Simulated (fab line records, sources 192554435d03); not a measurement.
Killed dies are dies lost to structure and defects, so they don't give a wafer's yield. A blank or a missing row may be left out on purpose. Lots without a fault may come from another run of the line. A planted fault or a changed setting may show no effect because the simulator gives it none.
fab line records | flow n5_finfet
record lots=11 wafers=33 last_day=16
route steps=1938 shown BEOL_M2@883 MIM_BOT@1833 MIM_TOP@1837 TV_OPEN@1889 PASSIVATION@1936
lots that met no fault: from a run of the same line without faults
start_h: hours from the record's first day to the start of the lot's first wafer shown | wait_h: hours since the lot's step before | " the same as in the row above | L1.1+2: a row that stands for several wafers | - no value, or no start given | * or withheld: withheld | < > ~ a bound
route shown NAME@n: a module of which the file shows steps, and the number in the route of the first | usual: mean/standard deviation of fault-free wafers | same: alike in all rows | chamber/n: place in a boat | sites: the reading at each site | _std_site: their standard deviation | _edge_site: outer sites' mean less inner sites' | radius_mm: how far each site lies from the wafer's centre | mask NAME#n: copy n | behind: the tool/chamber that last shaped the wafer | hold: why the lot was held/for how many hours/how that ended | device: the transistor (n, p or np) that didn't switch | end of line: the same wafers' tests at the end of the route | a step without rows: its recipe alone | killed: dies lost to structure and defects at the first sort, not the wafer's yield | map: a wafer's dies, x killed, . not, _ none there
set.NAME: the setting as run; set.NAME@STEP: as run at that earlier step | model.NAME: the simulator's own value behind a step, which no gauge read
steps of the route over a sample of lots; a table a step, a row a wafer
services: from which hour (start_h, from the record's first day; less than 0 if before it) a tool's chamber was out of use, for how many hours, and why
## steps
# step N5_BEOL_M2_ETCHBACK_99
# recipe chemistry=CHF3 target=SiO2 target_depth_a=50 time_s=10.4 source_w=215 bias_w=47 Ar_flow_sccm=200 CHF3_flow_sccm=12 ion_energy_ev=100 pressure_mtorr=30
# usual drypump_motor_current_A=5.5/0.5 oes_product_au=0.79/0.068 rf_vpp_V=242/5.3 showerhead_plenum_p_Torr=2.20/0.069 throttle_valve_pct=17.18/0.18
# columns lot.wafer tool chamber start_h wait_h drypump_motor_current_A oes_product_au rf_hours_counter_h rf_vpp_V showerhead_plenum_p_Torr throttle_valve_pct
L339.1 rie_diel-03 1 157.35 3.2 5.2 0.81 105 241 2.17 17.05
L339.3 " 2 " " 5.3 0.77 110 249 2.18 17.44
L339.6 " 3 " " 6.3 0.69 - 230 2.06 17.47
L338.2 rie_diel-03 3 163.48 4.1 6.3 0.69 231 231 2.06 17.51
L338.4 " 2 " " 5.4 0.76 113 249 2.18 17.44
L338.6 " 1 " " 5.2 0.80 - 240 2.17 17.05
L341.3 rie_diel-03 1 175.62 2.4 5.2 0.81 112 241 2.17 17.06
L341.4 " 3 " " 6.3 0.68 235 231 2.06 17.50
L341.5 " 2 " " 5.3 0.77 - 248 2.18 17.45
L342.3 rie_diel-05 2 180.28 5.6 5.6 0.88 50 247 2.29 17.12
L342.4 " 1 " " 5.6 0.85 71 231 2.08 16.94
L342.6 " 0 " " 6.2 0.82 - 234 2.09 17.26
L337.1 rie_diel-01 3 180.51 2.4 5.3 0.71 188 245 2.24 17.11
L337.5 " 1 " " 5.3 0.86 - 243 2.19 17.00
L337.6 " 0 " " 6.3 0.80 - 245 2.17 16.90
L343.1 rie_diel-05 1 185.83 3.6 5.6 0.85 74 231 2.08 16.96
L343.3 " 2 " " 5.6 0.88 52 246 2.29 17.12
L343.6 " 2 " " 5.6 0.88 - 246 2.29 17.10
L344.2 rie_diel-03 2 186.54 3.6 5.3 0.76 122 249 2.18 17.47
L344.3 " 3 " " 6.4 0.68 239 231 2.06 17.50
L344.5 " 2 " " 5.3 0.76 - 250 2.18 17.47
L345.1 rie_diel-03 3 192.05 6.0 6.3 0.68 241 231 2.06 17.51
L345.2 " 0 " " 5.7 0.76 148 240 2.23 17.05
L345.4 " 2 " " 5.3 0.76 124 248 2.18 17.47
L346.1 rie_diel-05 3 192.13 2.9 4.6 0.83 70 242 2.28 17.16
L346.2 " 1 " " 5.7 0.85 76 231 2.08 16.95
L346.4 " 2 " " 5.6 0.88 55 246 2.29 17.13
L349.1 rie_diel-03 0 218.57 4.1 5.7 0.75 158 241 2.23 17.07
L349.3 " 2 " " 5.3 0.74 134 249 2.17 17.48
L349.6 " 0 " " 5.7 0.74 - 240 2.23 17.07
L352.2 rie_diel-03 1 240.92 3.9 5.2 0.77 138 241 2.16 17.09
L352.3 " 2 " " 5.3 0.74 144 249 2.17 17.50
L352.4 " 0 " " 5.7 0.73 167 241 2.22 17.08
# step N5_MIM_BOT_SPUTTER_00
# recipe material=TiN target_thk_a=350 temp_c=200 power_w=3000 chamber_pressure_pa=0.49996 gas=Ar reactive_partial_pa=0.37997 time_s=89.7
# usual throttle_valve_pct=29.9/0.91
# columns lot.wafer tool chamber start_h wait_h throttle_valve_pct
L339.1 pvd_sputter-01 - 277.51 0.0 29.4
L339.3 " - " " 30.5
L339.6 " - " " 30.8
L338.2 pvd_sputter-01 - 289.14 0.0 29.1
L338.4 " - " " 30.8
L338.6 " - " " 30.7
L342.3 pvd_sputter-02 - 304.63 0.0 28.2
L342.4 " - " " 29.1
L342.6 " - " " 28.9
L341.3 pvd_sputter-01 - 310.54 0.0 30.5
L341.4 " - " " 31.7
L341.5 " - " " 30.6
L343.1 pvd_sputter-03 - 316.88 0.0 30.0
L343.3 " - " " 30.2
L343.6 " - " " 28.7
L344.2 pvd_sputter-03 - 317.44 0.0 28.9
L344.3 " - " " 30.5
L344.5 " - " " 30.5
L337.1 pvd_sputter-02 - 320.84 0.0 27.9
L337.5 " - " " 29.1
L337.6 " - " " 30.3
L345.1 pvd_sputter-02 - 321.06 0.0 28.9
L345.2 " - " " 29.8
L345.4 " - " " 28.0
L346.1 pvd_sputter-01 - 330.07 0.0 30.4
L346.2 " - " " 30.9
L346.4 " - " " 30.9
L349.1 pvd_sputter-01 - 346.07 0.0 30.6
L349.3 " - " " 31.5
L349.6 " - " " 30.4
L352.2 pvd_sputter-03 - 375.22 0.0 29.9
L352.3 " - " " 30.6
L352.4 " - " " 30.4
# step N5_MIM_TOP_DEGAS_04
# recipe ambient=vacuum temp_c=300 time_s=60
# usual heater_power_w=439/38
# columns lot.wafer tool chamber start_h wait_h heater_power_w
L339.1 pvd_sputter-03 - 278.06 - 443
L339.3 " - " " 398
L339.6 " - " " 403
L338.2 pvd_sputter-01 - 290.48 - 469
L338.4 " - " " 435
L338.6 " - " " 472
L342.3 pvd_sputter-01 - 306.52 - 438
L342.4 " - " " 447
L342.6 " - " " 450
L341.3 pvd_sputter-02 - 311.77 - 528
L341.4 " - " " 401
L341.5 " - " " 403
L343.1 pvd_sputter-03 - 317.80 - 405
L343.3 " - " " 451
L343.6 " - " " 442
L344.2 pvd_sputter-02 - 320.68 - 528
L344.3 " - " " 409
L344.5 " - " " 511
L337.1 pvd_sputter-01 - 321.86 - 460
L337.5 " - " " 458
L337.6 " - " " 431
L345.1 pvd_sputter-02 - 321.96 - 504
L345.2 " - " " 522
L345.4 " - " " 415
L346.1 pvd_sputter-02 - 331.12 - 412
L346.2 " - " " 409
L346.4 " - " " 528
L349.1 pvd_sputter-03 - 346.63 - 404
L349.3 " - " " 447
L349.6 " - " " 399
L352.2 pvd_sputter-03 - 376.06 - 458
L352.3 " - " " 452
L352.4 " - " " 400
# step N5_PASSIVATION_STRIP_14
# recipe chemistry=O2 power_w=600 temp_c=60 pressure_mtorr=30 rf_frequency_hz=6e+07 bias_power_w=0 overash_fraction=0.5 o2_flow_sccm=225
# usual drypump_motor_current_A=5.8/0.34 oes_product_au=0.81/0.075 rf_vpp_V=3.6/0.95 showerhead_plenum_p_Torr=2.15/0.068 throttle_valve_pct=16.63/0.22
# same bias_power_w=0
# columns lot.wafer tool chamber start_h wait_h drypump_motor_current_A oes_product_au rf_hours_counter_h rf_vpp_V showerhead_plenum_p_Torr throttle_valve_pct
L339.1 rie_diel-04 1 282.61 0.1 5.8 0.98 3 4.3 2.05 16.37
L339.3 " 3 " " 5.4 0.80 95 3.8 2.12 16.44
L339.6 " 3 " " 5.4 0.80 - 3.2 2.12 16.43
L338.2 rie_diel-06 2 295.62 0.1 5.9 0.73 168 3.9 2.20 16.58
L338.4 " 0 " " 5.9 0.83 65 4.0 2.14 16.41
L338.6 " 2 " " 6.0 0.73 - 2.9 2.20 16.59
L342.3 rie_diel-04 3 310.24 0.1 5.4 0.79 103 3.0 2.12 16.44
L342.4 " 1 " " 5.8 0.96 9 4.3 2.05 16.37
L342.6 " 2 " " 5.4 0.74 - 2.2 2.21 16.89
L341.3 rie_diel-06 3 315.18 0.1 5.9 0.79 109 4.4 2.02 16.99
L341.4 " 2 " " 5.9 0.72 175 4.1 2.20 16.56
L341.5 " 2 " " 5.9 0.71 - 2.5 2.20 16.59
L343.1 rie_diel-06 2 321.26 0.1 5.9 0.72 177 2.2 2.20 16.56
L343.3 " 0 " " 5.9 0.83 72 2.4 2.14 16.41
L343.6 " 3 " " 5.8 0.79 - 2.3 2.02 17.00
L344.2 rie_diel-02 2 325.01 0.1 5.2 0.86 71 3.0 2.12 16.61
L344.3 " 3 " " 5.9 0.83 84 2.5 2.13 16.67
L344.5 " 0 " " 6.5 0.94 - 3.8 2.21 16.36
L337.1 rie_diel-06 3 325.22 0.1 5.9 0.79 112 4.4 2.02 16.98
L337.5 " 3 " " 5.9 0.78 - 3.2 2.02 16.99
L337.6 " 0 " " 5.8 0.82 - 5.4 2.14 16.44
L345.1 rie_diel-04 1 326.49 0.1 5.8 0.94 14 2.1 2.04 16.38
L345.2 " 3 " " 5.4 0.80 108 3.6 2.12 16.43
L345.4 " 2 " " 5.4 0.75 159 3.2 2.21 16.91
L346.1 rie_diel-02 3 335.73 0.1 5.9 0.83 86 3.1 2.14 16.73
L346.2 " 0 " " 6.5 0.96 17 3.0 2.21 16.35
L346.4 " 1 " " 5.9 0.71 196 4.3 2.08 16.95
L349.1 rie_diel-02 1 354.28 0.1 5.9 0.69 201 3.9 2.07 16.93
L349.3 " 0 " " 6.6 0.93 21 2.6 2.21 16.33
L349.6 " 3 " " 5.9 0.82 - 4.5 2.13 16.72
L352.2 rie_diel-06 1 379.82 0.1 5.9 0.87 52 4.0 2.20 16.44
L352.3 " 2 " " 5.9 0.71 193 4.1 2.19 16.60
L352.4 " 0 " " 5.8 0.82 89 5.8 2.13 16.45
# step N5_PASSIVATION_PROBE_49
# usual defect_limited_yield=91.7/1.5 killed_at_M0_to_M3=32/10 killed_at_M4_up=14/5.3 killed_at_contacts=13/5.7 killed_at_front_end=37/10 killed_at_other=3.3/2.5 killed_dies=98/18 killed_on_rim=13/3.6 killed_open=65/13 killed_short=31/7.5 sort_bin_5_function=4.9/0.91 sort_bin_6_memory=3.1/0.71 sort_bin_8_speed=0.00/0.017 sort_n_pass=1082/18 sort_yield_pct=91.7/1.5
# same gross_dies=1180 killed_at_back_side=0 sort_bin_4_leakage[%]=0
# columns lot.wafer tool chamber start_h wait_h defect_limited_yield[%] killed_at_M0_to_M3 killed_at_M4_up killed_at_contacts killed_at_front_end killed_at_other killed_dies killed_on_rim killed_open killed_short sort_bin_5_function[%] sort_bin_6_memory[%] sort_bin_8_speed[%] sort_n_pass sort_yield_pct[%]
L346.2 prober-01 - 342.14 0.1 89.8 38 14 13 53 2 120 16 71 47 6.1 3.6 0 1060 89.8
L349.1 prober-02 - 360.48 0.0 88.8 39 16 22 51 4 132 17 79 46 6.4 3.7 0 1048 88.8
L349.3 prober-02 - 360.58 0.1 83.7 123 15 11 42 1 192 21 70 30 10.9 4.2 0 988 83.7
L349.6 prober-02 - 360.73 0.3 91.8 37 14 19 24 3 97 13 66 29 4.8 3.2 0 1083 91.8
L352.2 prober-01 - 386.60 0.1 91.1 47 18 6 32 2 105 14 63 40 4.2 4.3 0 1075 91.1
L352.3 prober-01 - 386.65 0.1 84.2 128 12 9 32 5 186 27 61 35 9.9 4.2 0 994 84.2
L352.4 prober-01 - 386.70 0.2 94.6 23 13 4 22 2 64 10 40 20 2.7 2.4 0 1116 94.6
# killed by level:class
L346.2 FIN_SAQP:geometric_particle:short=22 MOL_CONTACT_COAG:geometric_particle:open=12 BEOL_M0_SAQP:geometric_particle:open=10 BEOL_M0_SAQP:geometric_particle:short=9 FIN_SAQP:geometric_particle:open=7 STI_FIN_REVEAL:geometric_particle:open=6 BEOL_M1:geometric_particle:open=6 BEOL_M6:geometric_particle:open=6
L349.1 FIN_SAQP:geometric_particle:open=15 MOL_CONTACT_COAG:geometric_particle:open=13 MOL_CONTACT_COAG:geometric_particle:short=9 FIN_SAQP:geometric_particle:short=8 BEOL_M0_SAQP:geometric_particle:short=8 BEOL_M1:geometric_particle:open=7 BEOL_M0_SAQP:geometric_particle:open=5 BEOL_M0:geometric_particle:open=4
L349.3 BEOL_M2:unspecified=87 BEOL_M1:geometric_particle:open=12 FIN_SAQP:geometric_particle:open=11 MOL_CONTACT_COAG:geometric_particle:open=10 BEOL_M0_SAQP:geometric_particle:short=7 BEOL_M4:geometric_particle:open=7 DUMMY_GATE:geometric_particle:open=5 BEOL_M0_SAQP:geometric_particle:open=5
L349.6 MOL_CONTACT_COAG:geometric_particle:open=15 BEOL_M0_SAQP:geometric_particle:open=11 BEOL_M1:geometric_particle:open=10 FIN_SAQP:geometric_particle:open=7 BEOL_M0_SAQP:geometric_particle:short=7 FIN_SAQP:geometric_particle:short=5 BEOL_M4:geometric_particle:open=5 STI_FIN_REVEAL:geometric_particle:open=4
L352.2 BEOL_M0_SAQP:geometric_particle:short=16 BEOL_M0_SAQP:geometric_particle:open=11 BEOL_M1:geometric_particle:open=6 BEOL_M3:geometric_particle:open=6 BEOL_M8:geometric_particle:open=6 FIN_SAQP:geometric_particle:open=5 MOL_CONTACT_COAG:geometric_particle:open=5 FIN_SAQP:geometric_particle:short=4
L352.3 BEOL_M2:unspecified=85 BEOL_M2:geometric_particle:open=10 BEOL_M0_SAQP:geometric_particle:short=8 MOL_CONTACT_COAG:geometric_particle:open=8 FIN_SAQP:geometric_particle:short=7 DUMMY_GATE:geometric_particle:open=6 BEOL_M0_SAQP:geometric_particle:open=6 BEOL_M1:geometric_particle:open=5
L352.4 FIN_SAQP:geometric_particle:open=5 BEOL_M0_SAQP:geometric_particle:open=5 FIN_SAQP:geometric_particle:short=4 MOL_CONTACT_COAG:geometric_particle:open=4 BEOL_M0_SAQP:geometric_particle:short=4 BEOL_M1:geometric_particle:open=3 BEOL_M2:geometric_particle:open=3 BEOL_M4:geometric_particle:open=3
## services
# columns tool chamber start_h hours kind
pvd_sputter-02 - 134.88 1.1 repair
rie_diel-01 - 135.57 0.8 repair
rie_diel-05 1 148.75 2.2 repair
rie_diel-05 0 152.80 25.5 repair
rie_diel-05 1 160.48 5.4 repair
rie_diel-02 2 161.44 8.3 repair
rie_diel-01 0 168.70 6.0 repair
rie_diel-02 1 183.49 5.8 repair
rie_diel-02 - 199.34 2.8 pm
rie_diel-03 3 216.77 - clean
rie_diel-03 3 216.77 - consumable_replace:focus_ring
rie_diel-03 3 216.77 - consumable_replace:showerhead
rie_diel-03 3 216.77 18.6 scheduled_down
rie_diel-03 3 216.77 18.6 vent_cycle
rie_diel-01 0 228.17 6.0 repair
rie_diel-01 - 238.12 15.6 pm
rie_diel-06 1 256.96 4.2 repair
rie_diel-01 1 263.76 3.0 repair
rie_diel-06 - 301.29 2.1 repair
rie_diel-01 - 322.39 0.2 repair
rie_diel-03 1 336.08 13.1 repair
pvd_sputter-03 - 350.34 3.1 repair
rie_diel-02 - 350.76 0.6 repair
rie_diel-04 - 369.49 0.5 repair
## key
first_sign step=N5_PASSIVATION_PROBE_49 reading=killed_at_M0_to_M3 direction=up sigmas=9 usual=32 struck=126
effect step=N5_PASSIVATION_PROBE_49 reading=killed_dies direction=up sigmas=5.2 usual=98 struck=189
more_kills_born_at N5_BEOL_M2_ETCHBACK_99@rie_diel-03=172
met_at N5_BEOL_M2_ETCHBACK_99
struck_lots L349,L352
struck_wafers L349.3,L352.3
not_acting_at N5_MIM_BOT_SPUTTER_00,N5_MIM_TOP_DEGAS_04,N5_PASSIVATION_STRIP_14
onset_between 192.05 218.57
fault kind=chamber_particle_source tool=rie_diel-03 chamber=2 onset_h=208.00 steps=N5_BEOL_M2_ETCHBACK_99 rate_per_visit_cm2=0.3773 end_h=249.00
